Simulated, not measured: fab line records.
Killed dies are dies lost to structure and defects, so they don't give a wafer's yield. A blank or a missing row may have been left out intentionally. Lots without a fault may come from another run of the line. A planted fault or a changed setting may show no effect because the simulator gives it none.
Chamber matching | flow n5_finfet | N5_BEOL_M7_STRIP_67 on rie_diel-01 has 4 sister chambers
The step strips in CF4. 22 wafers are shown with their chamber, then 11 later ones without.

## WAFERS PAIRED WITH THEIR CHAMBERS
wafer  | chamber | drypump_motor_current_A (A) | showerhead_plenum_p_Torr (Torr) | oes_product_au (a.u.)
L077.1 | 0       | 5.9                         | 1.80                            | 0.77
L077.3 | 3       | 6.0                         | 1.79                            | 0.72
L077.5 | 0       | 5.9                         | 1.80                            | 0.77
L079.3 | 0       | 5.9                         | 1.80                            | 0.76
L079.4 | 0       | 5.9                         | 1.80                            | 0.76
L079.5 | 2       | 5.5                         | 1.84                            | 0.95
L080.1 | 1       | 6.3                         | 1.76                            | 0.85
L080.3 | 0       | 5.9                         | 1.80                            | 0.76
L080.5 | 1       | 6.3                         | 1.76                            | 0.86
L081.2 | 2       | 5.5                         | 1.84                            | 0.94
L081.4 | 0       | 5.9                         | 1.80                            | 0.76
L081.6 | 1       | 6.3                         | 1.76                            | 0.86
L086.2 | 3       | 5.9                         | 1.78                            | 0.71
L086.5 | 2       | 5.5                         | 1.84                            | 0.90
L086.6 | 1       | 6.3                         | 1.76                            | 0.84
L087.1 | 2       | 5.5                         | 1.84                            | 0.90
L087.2 | 0       | 5.9                         | 1.79                            | 0.74
L087.6 | 3       | 6.0                         | 1.78                            | 0.71
L090.2 | 3       | 6.0                         | 1.78                            | 0.71
L090.3 | 1       | 6.3                         | 1.75                            | 0.83
L090.4 | 2       | 5.5                         | 1.84                            | 0.89
L091.1 | 0       | 5.9                         | 1.79                            | 0.74

SIGNATURES (means of the wafers above)
reading                  | chamber 0 | chamber 1 | chamber 2 | chamber 3 | scatter within a chamber
drypump_motor_current_A  | 5.900     | 6.300     | 5.500     | 5.975     | 0.0204
showerhead_plenum_p_Torr | 1.7975    | 1.7580    | 1.8400    | 1.7825    | 0.00412
oes_product_au           | 0.7575    | 0.8480    | 0.9160    | 0.7125    | 0.016
Rule: for each reading, subtract the chamber's mean from the wafer's reading, divide by that reading's scatter and square the result; add these up over the readings and take the root, which gives the wafer's distance from the chamber. If the next closest chamber is less than 2 further off than the closest, the wafer can't be placed; otherwise it belongs to the closest. How the scatter is found: for the shown wafers, subtract from each reading the mean of its chamber, square and add these, divide the total by (wafers less chambers), then take the root.

## WAFERS WITH NO CHAMBER GIVEN
wafer  | drypump_motor_current_A (A) | showerhead_plenum_p_Torr (Torr) | oes_product_au (a.u.)
L091.2 | 6.0                         | 1.78                            | 0.71
L091.4 | 6.3                         | 1.75                            | 0.83
L093.1 | 5.5                         | 1.83                            | 0.88
L093.3 | 5.9                         | 1.79                            | 0.73
L093.4 | 6.3                         | 1.75                            | 0.82
L092.3 | 5.9                         | 1.79                            | 0.74
L092.5 | 5.5                         | 1.83                            | 0.88
L092.6 | 6.0                         | 1.78                            | 0.71
L096.2 | 6.3                         | 1.75                            | 0.81
L096.3 | 5.9                         | 1.79                            | 0.73
L096.4 | 6.0                         | 1.78                            | 0.71

## CHAMBER TAKEN BY EACH
wafer  | from the rows above     | in truth
L091.2 | 3                       | 3
L091.4 | 1                       | 1
L093.1 | 2                       | 2
L093.3 | can't be placed: 0 or 3 | 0
L093.4 | 1                       | 1
L092.3 | 0                       | 0
L092.5 | 2                       | 2
L092.6 | 3                       | 3
L096.2 | 1                       | 1
L096.3 | can't be placed: 0 or 3 | 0
L096.4 | 3                       | 3
Correct placement for 9 of the 11. These rows do not allow placing 2 (true chamber among the candidates in 2). 0 placed wrongly.
